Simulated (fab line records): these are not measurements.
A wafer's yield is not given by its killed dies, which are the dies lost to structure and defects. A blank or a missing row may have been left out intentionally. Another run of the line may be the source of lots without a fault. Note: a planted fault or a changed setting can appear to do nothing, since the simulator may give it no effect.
Which tool was responsible? -- flow n5Finfet -- Sampling: 10 lots, 29 wafers, 6 of 1938 route steps

WHAT EACH GAUGE READ, for each wafer
N5_BEOL_M14_RS_MEAS_54: the measuring method here is four-point-probe. Usual: M14_RS gives 0.0333 ohm/sq (standard deviation 0.00092).
lot,measured,on,M14_RS (ohm/sq),flag
L863,day 11 20:00,filmMetro-02,0.0352 0.0329 0.0341,
L864,day 11 20:52,filmMetro-01,0.0347 0.0322 0.0331,
L865,day 12 12:43,filmMetro-01,0.0321 0.0344 0.0329,
L867,day 12 20:09,filmMetro-02,0.0329 0.0329 0.0326,
L872,day 14 11:37,filmMetro-02,0.0329 0.0344 0.0342,
L876,day 14 20:34,filmMetro-01,0.0335 0.0317,
L877,day 15 12:28,filmMetro-02,0.0330 0.0320 0.0336,
L881,day 16 15:14,filmMetro-01,0.0325 0.0335 0.0325,
L884,day 16 21:18,filmMetro-01,0.0340 0.0330 0.0340,
L882,day 17 00:45,filmMetro-02,0.0324 0.0342 0.0325,

N5_BEOL_M15_THK_MEAS_01. Usual: M15_ILD_THK gives 1631 nm (standard deviation 25).
lot,measured,on,M15_ILD_THK (nm),flag
L863,day 11 20:19,filmMetro-01,1623 1626 1620,
L864,day 11 21:11,filmMetro-01,1620 1632 1628,
L865,day 12 13:02,filmMetro-01,1617 1633 1617,
L867,day 12 20:28,filmMetro-01,1611 1643 1677,
L872,day 14 11:55,filmMetro-01,1626 3087 1654,OFF
L876,day 14 20:53,filmMetro-01,3054 1625,OFF
L877,day 15 12:46,filmMetro-01,1602 3089 1636,OFF
L881,day 16 15:32,filmMetro-02,1621 1638 1635,
L884,day 16 21:37,filmMetro-02,1652 1636 1666,
L882,day 17 01:04,filmMetro-02,1638 1673 1677,

N5_BEOL_M15_CD_MEAS_17 targets a cd of 360 nm. Usual: cdNm 360.6 nm, standard deviation 2.1.
lot,measured,on,cdNm (nm),flag
L863,day 11 21:20,cdSem-03,358.8 355.5 355.4,
L864,day 11 22:12,cdSem-03,360.0 360.4 357.9,
L865,day 12 14:03,cdSem-01,361.5 360.2 356.0,
L867,day 12 21:29,cdSem-01,361.5 359.8 363.8,
L872,day 14 12:56,cdSem-03,358.0 372.1 362.0,
L876,day 14 21:46,cdSem-02,374.6 363.6,OFF
L877,day 15 13:40,cdSem-03,359.3 376.7 358.9,
L881,day 16 16:34,cdSem-03,359.2 362.9 362.2,
L884,day 16 22:49,cdSem-02,359.1 355.5 358.9,
L882,day 17 01:58,cdSem-01,362.6 363.1 362.9,

TOOL THAT RAN EACH LOT (tool first, then ch and the chambers of the sampled wafers, then the start)
lot,N5_BEOL_M14_ETCH_38,N5_BEOL_M14_ANNEAL_48,N5_BEOL_M15_ILD_DEP_00
L863,"rieDiel-05 ch 0,1,2, day 11 19:19 or earlier","rtpAnneal-02 ch 0, day 11 19:19","pecvd-04 ch 0,1, day 11 20:04"
L864,"rieDiel-04 ch 2,3, day 11 20:12 or earlier","rtpAnneal-02 ch 0, day 11 20:12","pecvd-01 ch 0,2, day 11 20:56"
L865,"rieDiel-04 ch 0,1,3, day 12 11:58 or earlier","rtpAnneal-02 ch 0, day 12 11:58","pecvd-04 ch 0,1,2, day 12 12:47"
L867,"rieDiel-05 ch 1,2, day 12 19:26 or earlier","rtpAnneal-01 ch 0, day 12 19:26","pecvd-04 ch 0,1,2, day 12 20:13"
L872,"rieDiel-05 ch 1,2,3, day 14 10:58 or earlier","rtpAnneal-01 ch 0, day 14 10:58","pecvd-04 ch 0,1, day 14 11:40"
L876,"rieDiel-04 ch 0,1, day 14 19:53 or earlier","rtpAnneal-02 ch 0, day 14 19:53","pecvd-04 ch 0,2, day 14 20:38"
L877,"rieDiel-06 ch 2,3, day 15 11:44 or earlier","rtpAnneal-02 ch 0, day 15 11:44","pecvd-04 ch 0,1, day 15 12:31"
L881,"rieDiel-04 ch 0,2,3, day 16 14:17 or earlier","rtpAnneal-01 ch 0, day 16 14:17","pecvd-01 ch 0,1,2, day 16 15:17"
L884,"rieDiel-06 ch 0,2, day 16 20:34 or earlier","rtpAnneal-02 ch 0, day 16 20:34","pecvd-02 ch 0,1,2, day 16 21:22"
L882,"rieDiel-05 ch 1,2,3, day 17 00:02 or earlier","rtpAnneal-01 ch 0, day 17 00:02","pecvd-02 ch 0,2, day 17 00:49"
- N5_BEOL_M14_ETCH_38: etches SiCN in CF4/N2, target depth 106.5 nm, time 120.6 s.
- N5_BEOL_M14_ANNEAL_48: time 90 s.
- N5_BEOL_M15_ILD_DEP_00: deposits SiO2 from TEOS/O2, target thk 1629.3 nm, time 346.1 s.

AS READ BY THE TOOLS THEMSELVES (means over the sampled wafers that have a number; for cases with no such wafer, the mark the record gives instead)
N5_BEOL_M14_ETCH_38. Usual: cf4FlowSccm 60.01 sccm, standard deviation 0.17; drypumpMotorCurrentA 5.6 A, standard deviation 0.5; oesProductAu 0.79 a.u., standard deviation 0.084; rfVppV 382.6 V, standard deviation 2.2; showerheadPlenumPTorr 2.21 Torr, standard deviation 0.084; throttleValvePct 15.48 %, standard deviation 0.24.
lot,tool,cf4FlowSccm (sccm),drypumpMotorCurrentA (A),oesProductAu (a.u.),rfVppV (V),showerheadPlenumPTorr (Torr),throttleValvePct (%),flag
L863,rieDiel-05,59.84,5.5,0.80,383.3,2.26,15.45,
L864,rieDiel-04,59.84,5.9,0.80,381.3,2.17,15.65,
L865,rieDiel-04,59.92,5.5,0.71,381.5,2.18,15.51,
L867,rieDiel-05,59.93,5.3,0.81,384.4,2.26,15.28,
L872,rieDiel-05,59.90,5.6,0.83,384.6,2.26,15.27,
L876,rieDiel-04,60.03,5.8,0.82,381.6,2.17,15.26,
L877,rieDiel-06,60.05,5.1,0.75,383.2,2.22,15.63,
L881,rieDiel-04,59.91,5.7,0.80,382.4,2.19,15.52,
L884,rieDiel-06,59.98,5.1,0.89,380.8,2.14,15.40,
L882,rieDiel-05,60.04,5.6,0.80,384.5,2.25,15.30,

N5_BEOL_M14_ANNEAL_48. Usual: wafer_temp_C_max 226.13, standard deviation 0.26.
lot,tool,wafer_temp_C_max,flag
L863,rtpAnneal-02,226.32,
L864,rtpAnneal-02,226.48,
L865,rtpAnneal-02,226.45,
L867,rtpAnneal-01,226.05,
L872,rtpAnneal-01,225.93,
L876,rtpAnneal-02,225.74,
L877,rtpAnneal-02,226.43,
L881,rtpAnneal-01,226.12,
L884,rtpAnneal-02,226.08,
L882,rtpAnneal-01,226.30,

N5_BEOL_M15_ILD_DEP_00. Usual: heaterPowerW 538 W, standard deviation 91; runLengthS 389.1 s, standard deviation 0.67; showerheadPlenumPTorr 8.337 Torr, standard deviation 0.03; throttleValvePct 18.5 %, standard deviation 0.55.
lot,tool,heaterPowerW (W),runLengthS (s),showerheadPlenumPTorr (Torr),throttleValvePct (%),flag
L863,pecvd-04,525,389.4,8.370,18.4,
L864,pecvd-01,471,388.6,8.346,18.3,
L865,pecvd-04,558,389.6,8.345,18.4,
L867,pecvd-04,494,389.3,8.352,18.3,
L872,pecvd-04,453,492.8,8.366,18.4,OFF
L876,pecvd-04,525,544.1,8.317,18.6,OFF
L877,pecvd-04,439,493.2,8.341,18.7,OFF
L881,pecvd-01,463,389.2,8.327,18.9,
L884,pecvd-02,547,388.7,8.332,18.4,
L882,pecvd-02,581,389.2,8.351,18.3,

THE ANSWER, worked out from the rows above alone
Rule: lot off if the mean of its wafers having a number is beyond 3 standard deviations from the usual mean. A lot without any number at a reading at which 4 lots or more have one is off too. The other lots that the step has rows for count as sound. The gauges are gone through in route order, then the tools' own readings, and for those a lot's mean is taken as printed above. The first step at which some lot is off is used, and at that step the reading that is off furthest; a lot without a number counts as furthest.
Off: at N5_BEOL_M15_THK_MEAS_01 (M15_ILD_THK), L872, L876, L877.
If a tool, at a process step before that reading, ran all the lots that are off and no sound lot after the first of them, it fits. The gauges at N5_BEOL_M15_THK_MEAS_01 aren't tried: what is off there is off at N5_BEOL_M15_ILD_DEP_00 too, on other tools, and a gauge's error can't cause that. N5_BEOL_M14_ETCH_38: start missing for some lots; hours and lot order therefore follow N5_BEOL_M14_ANNEAL_48. One fits: N5_BEOL_M15_ILD_DEP_00 on pecvd-04. A fault onset in the window from L867 (day 12 20:13, its last sound lot) to L872 (day 14 11:40, its first lot off) fits.
On the lots that are off, the tool's own readings at N5_BEOL_M15_ILD_DEP_00 differ by more than 5 times the standard deviation of the sound lots' means, which bears it out; runLengthS reads 510.0 s there versus 389.1 s on the sound lots.

WHAT THE SIMULATOR HAD PUT IN
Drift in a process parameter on pecvd-04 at N5_BEOL_M15_ILD_DEP_00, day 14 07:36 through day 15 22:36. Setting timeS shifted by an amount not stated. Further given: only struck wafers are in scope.
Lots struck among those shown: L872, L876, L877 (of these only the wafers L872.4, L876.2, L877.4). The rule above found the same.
